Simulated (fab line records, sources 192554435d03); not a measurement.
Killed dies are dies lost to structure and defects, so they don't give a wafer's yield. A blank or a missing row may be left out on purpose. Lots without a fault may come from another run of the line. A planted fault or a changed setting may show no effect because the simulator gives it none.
A struck lot beside a sound one | flow n5_finfet | 37 steps out of a route of 1938
Sound: wafers L910.1, L910.2, L910.4. Struck: wafers L918.2, L918.3, L918.4. The cause comes at the end.
At each step with rows: each side's tool, then ch and its chambers, then its first start. Under that, the readings that differ: sound wafers | struck wafers | difference of the means | sigmas: that difference in standard deviations of wafers without a fault.
alike: readings whose means differ by less than 2 such deviations, and words and numbers that are the same on both sides. not compared: withheld readings, readings that some wafer has no value for, bounds like >300 that may hide the same value, and numbers for which the record gives no deviation and whose values overlap.
The two part at a step that has a row with sigmas, a row that says differs or no value, or rows on one side only. Numbers that don't overlap but have no deviation are shown without sigmas and don't part them. A reading that every wafer of one side lacks parts them only if that side has two wafers or more.

first, 12 steps without rows for these wafers: N5_MOL_CONTACT_COAG_ALD_133 (deposits SiO2, target thk 5 nm, pulse time 1 s, co reactant pulse time 1 s); N5_MOL_CONTACT_COAG_ETCHBACK_134 (etches SiO2 in CHF3, target depth 10 nm, time 6.7 s); N5_MOL_CONTACT_COAG_ETCH_67 (etches SOC in N2/H2, target depth 60 nm, overetch 21 nm, time 101.2 s); N5_MOL_CONTACT_COAG_STRIP_68 (strips in N2/H2); N5_MOL_CONTACT_COAG_STRIP_69 (strips in N2/H2); N5_MOL_CONTACT_COAG_ETCHBACK_136 (etches SiO2 in CHF3, target depth 25 nm, time 16.7 s); N5_MOL_CONTACT_COAG_STRIP_120 (strips in CHF3); N5_MOL_CONTACT_COAG_VIA_ETCH_117 (etches SiO2 in C4F6/O2, target depth 40 nm, overetch 8 nm, time 26 s); N5_MOL_CONTACT_COAG_ETCH_124 (etches SiNx in CH3F/O2, stops on SiOC, target depth 6.5 nm); N5_MOL_CONTACT_COAG_ETCH_48 (etches SiOC in C4F6/O2, target depth 15 nm, overetch 4.5 nm, time 17 s); N5_MOL_CONTACT_COAG_STRIP_72 (strips in N2/H2); N5_MOL_CONTACT_COAG_STRIP_49 (strips in N2/H2, time 30 s).
N5_MOL_CONTACT_COAG_PRECLEAN_138: cleans in alkaline clean, time 60 s.
  sound on wet_bench-03 ch 4,5,6, day 8 06:35; struck on wet_bench-03 ch 1,2,6, day 10 02:15
  alike: bath_guard_temp_C
then, 23 steps without rows for these wafers: N5_MOL_CONTACT_COAG_SRD_139 (time 30 s); N5_MOL_CONTACT_COAG_PRE_CLEAN_121; N5_MOL_CONTACT_COAG_CVD_140 (deposits W, target thk 66.5 nm, time 215 s); N5_MOL_CONTACT_COAG_PRECLEAN_127 (cleans in DIW, time 57.5 s); N5_MOL_CONTACT_COAG_SRD_128 (dry time 32 s); N5_MOL_CONTACT_COAG_CMP_52 (polishes, stops on SiO2, t overpolish 1.5 s, target thk 66.5 nm); N5_MOL_CONTACT_COAG_ANNEAL_112 (time 1800 s); N5_BEOL_M0_SAQP_PECVD_00 (deposits SiCN from 3MS/NH3, target thk 8 nm, time 14 s); N5_BEOL_M0_SAQP_ILD_DEP_01 (deposits SiOC from DEMS/O2, target thk 45.419 nm, time 8.7 s); N5_BEOL_M0_SAQP_HM_DEP_02 (deposits TiN, target thk 12 nm); N5_BEOL_M0_SAQP_PECVD_03 (deposits SiCN from 3MS/NH3, target thk 12 nm, time 21.1 s); N5_BEOL_M0_SAQP_PECVD_96 (deposits a-Si from SiH4/He, target thk 45 nm, time 45.2 s); N5_BEOL_M0_SAQP_PECVD_97 (deposits SiNx from SiH4/NH3/N2, target thk 23 nm, time 19.9 s); N5_BEOL_M0_SAQP_PECVD_04 (deposits a-Si from SiH4/He, target thk 60 nm, time 60.2 s); N5_BEOL_M0_SAQP_HM_DEP_111 (deposits SiO2 from SiH4/N2O, target thk 12 nm, time 7.2 s); N5_BEOL_M0_SAQP_COAT_81 (time 60 s, resist thk 100 nm); N5_BEOL_M0_SAQP_COAT_82 (time 60 s, resist thk 30 nm); N5_BEOL_M0_SAQP_COAT_08 (resist thk 90 nm); N5_BEOL_M0_SAQP_EBR_10; N5_BEOL_M0_SAQP_SOFTBAKE_09 (time 60 s); N5_BEOL_M0_SAQP_EXPOSE_11 (exposes mask M0 CORE, target cd 42 nm); N5_BEOL_M0_SAQP_PEB_12 (peb time 60 s); N5_BEOL_M0_SAQP_DEVELOP_13 (develop time 30 s).
-- the record jumps here: 12 days lie between the struck wafers' starts before and after (it left off in module BEOL_M0_SAQP and takes up again in module PASSIVATION, whose first step shown is number 1936 of the route) --
N5_PASSIVATION_PROBE_49:
  sound on prober-01, day 19 06:28; struck on prober-01, day 22 05:00
  reading                  | sound          | struck         | difference | sigmas
  defect_limited_yield (%) | 91.8 91.2 90.7 | 83.8 80.1 84.6 | -8.4       | -7
  killed_at_contacts       | 19 15 12       | 106 164 96     | +107       | +17
  killed_dies              | 97 104 110     | 191 235 182    | +99        | +7
  killed_on_rim            | 10 15 12       | 32 17 28       | +13        | +4
  sort_bin_5_function (%)  | 5.3 5.2 5.5    | 9.7 13.2 9.3   | +5.4       | +6
  sort_n_pass              | 1083 1076 1070 | 989 945 998    | -99        | -7
  sort_yield_pct (%)       | 91.8 91.2 90.7 | 83.8 80.1 84.6 | -8.4       | -7
  alike: killed_at_M0_to_M3, killed_at_M4_up, killed_at_front_end, killed_at_other, killed_open, killed_short, sort_bin_6_memory

WHERE THEY PART
Only at N5_PASSIVATION_PROBE_49, within this record.

WHY: what the simulator had put in
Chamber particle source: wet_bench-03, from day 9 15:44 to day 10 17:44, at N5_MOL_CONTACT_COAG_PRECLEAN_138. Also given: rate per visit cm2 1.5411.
